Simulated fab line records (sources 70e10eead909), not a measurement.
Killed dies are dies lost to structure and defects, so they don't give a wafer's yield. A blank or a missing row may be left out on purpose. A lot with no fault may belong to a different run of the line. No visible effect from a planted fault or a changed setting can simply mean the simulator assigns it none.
Tool commonality check ; flow nand harc ; 9 lots, 27 wafers sampled

REASON IT WAS OPENED
On 2 of the 9 lots, a flag is raised at NHARC_END_SORT_01 on the reading killed at array. Wafers without a fault read 29, standard deviation 11.
Rule: flag the lot when none of its wafers has a number, or when each of its wafers that has one lies beyond 4 standard deviations from that mean. The other lots count as sound.

lot;measured;on;killed at array, wafer by wafer;flag
L361;day 21 17:22;prober-01;677 675 674;FLAGGED
L360;day 21 20:29;prober-02;671 674 673;FLAGGED
L366;day 22 15:48;prober-02;28 34 39;
L374;day 24 02:35;prober-02;21 18 29;
L370;day 24 04:03;prober-01;49 54 40;
L371;day 24 09:32;prober-02;19 8 15;
L373;day 24 10:14;prober-01;40 37 47;
L372;day 24 17:19;prober-02;33 32 48;
L375;day 24 18:05;prober-01;15 23 23;
On average the flagged lots' numbers are 674, which is +645 against the usual, or +59 standard deviations.

LOT BY LOT: THE TOOL USED
The record holds 4 process steps before the reading, out of a route of 1159 steps. Cell contents, in order: the tool; ch with the chambers the sampled wafers went through; the start.
lot;flag;NHARC_A_STAIRCASE_HM_DEP_462;NHARC_A_STAIRCASE_ALD_415;NHARC_A_STAIRCASE_ETCHBACK_416;NHARC_A_STAIRCASE_DEP_151
L361;FLAGGED;acl dep-01 ch 0, day 13 20:41;ald hk-02 ch 0,3, day 14 00:47;rie diel-11 ch 0,3, day 14 14:13 or earlier;pecvd-04 ch 0,1, day 14 14:13
L360;FLAGGED;acl dep-01 ch 0, day 13 18:34;ald hk-04 ch 0,1,3, day 13 23:06;rie diel-02 ch 1,2,3, day 14 14:02 or earlier;pecvd-02 ch 0,1, day 14 14:02
L366;;acl dep-01 ch 0, day 14 14:28;ald hk-04 ch 1,2,3, day 14 19:08;rie diel-05 ch 1,2,3, day 15 09:56 or earlier;pecvd-04 ch 0,1,2, day 15 09:56
L374;;acl dep-03 ch 0, day 16 13:52;ald hk-04 ch 0,2,3, day 16 19:11;rie diel-02 ch 1,2, day 17 06:09 or earlier;pecvd-01 ch 0,2, day 17 06:09
L370;;acl dep-02 ch 0, day 16 02:20;ald hk-01 ch 1,2,3, day 16 07:49;rie diel-02 ch 0,1, day 16 23:32 or earlier;pecvd-02 ch 0,2, day 16 23:32
L371;;acl dep-01 ch 0, day 16 00:32;ald hk-01 ch 0,3, day 16 05:35;rie diel-05 ch 0,1,3, day 16 17:36 or earlier;pecvd-02 ch 0, day 16 17:36
L373;;acl dep-03 ch 0, day 16 10:13;ald hk-04 ch 1,2,3, day 16 17:08;rie diel-02 ch 0,1,2, day 17 06:08 or earlier;pecvd-04 ch 0,1,2, day 17 06:08
L372;;acl dep-02 ch 0, day 16 10:02;ald hk-01 ch 1,2, day 16 15:50;rie diel-05 ch 1,3, day 17 06:08 or earlier;pecvd-02 ch 1,2, day 17 06:08
L375;;acl dep-03 ch 0, day 17 03:34;ald hk-04 ch 1,3, day 17 08:13;rie diel-05 ch 1,2,3, day 17 22:55 or earlier;pecvd-01 ch 0,2, day 17 22:55
What the steps here do:
- NHARC_A_STAIRCASE_HM_DEP_462: deposits aC, target thk 800 nm.
- NHARC_A_STAIRCASE_ALD_415: deposits SiO2, target thk 30 nm, pulse time 6 s, ald cycles 300.
- NHARC_A_STAIRCASE_ETCHBACK_416: etches the open film in C4F8/O2/Ar, target depth 36 nm, time 7.2 s.
- NHARC_A_STAIRCASE_DEP_151: deposits SiO2, target thk 3800 nm.
- NHARC_END_SORT_01

FLAGGED OVER TOTAL, TOOL BY TOOL (the gauges that took the reading come last)
step;tool;lots run;flagged;share of the flagged lots;sound lots run after its first flagged lot
NHARC_A_STAIRCASE_HM_DEP_462;acl dep-01;4;2;all;2 (L366,L371)
NHARC_A_STAIRCASE_HM_DEP_462;acl dep-02;2;0;none;-
NHARC_A_STAIRCASE_HM_DEP_462;acl dep-03;3;0;none;-
NHARC_A_STAIRCASE_ALD_415;ald hk-01;3;0;none;-
NHARC_A_STAIRCASE_ALD_415;ald hk-02;1;1;some;0
NHARC_A_STAIRCASE_ALD_415;ald hk-04;5;1;some;4 (L366,L373,L374,L375)
NHARC_A_STAIRCASE_ETCHBACK_416;rie diel-02;4;1;some;3 (L370,L373,L374)
NHARC_A_STAIRCASE_ETCHBACK_416;rie diel-05;4;0;none;-
NHARC_A_STAIRCASE_ETCHBACK_416;rie diel-11;1;1;some;0
NHARC_A_STAIRCASE_DEP_151;pecvd-01;2;0;none;-
NHARC_A_STAIRCASE_DEP_151;pecvd-02;4;1;some;3 (L371,L370,L372)
NHARC_A_STAIRCASE_DEP_151;pecvd-04;3;1;some;2 (L366,L373)
NHARC_END_SORT_01;prober-01;4;1;some;3 (L370,L373,L375)
NHARC_END_SORT_01;prober-02;5;1;some;4 (L366,L374,L371,L372)
With no start given for some of its lots, NHARC_A_STAIRCASE_ETCHBACK_416 uses the hours and lot order of NHARC_A_STAIRCASE_DEP_151.

WHAT THE TABLE PERMITS
In the table, 1 row covers all flagged lots: acl dep-01 at NHARC_A_STAIRCASE_HM_DEP_462.
- acl dep-01 at NHARC_A_STAIRCASE_HM_DEP_462: 2 of its 4 lots flagged. Lots that were sound ran on it after the first flagged one (L366, L371); a persistent fault on the entire tool would not allow that.
Every row of the table either missed a flagged lot or ran a sound lot after the first.

WHAT THE SIMULATOR PUT IN
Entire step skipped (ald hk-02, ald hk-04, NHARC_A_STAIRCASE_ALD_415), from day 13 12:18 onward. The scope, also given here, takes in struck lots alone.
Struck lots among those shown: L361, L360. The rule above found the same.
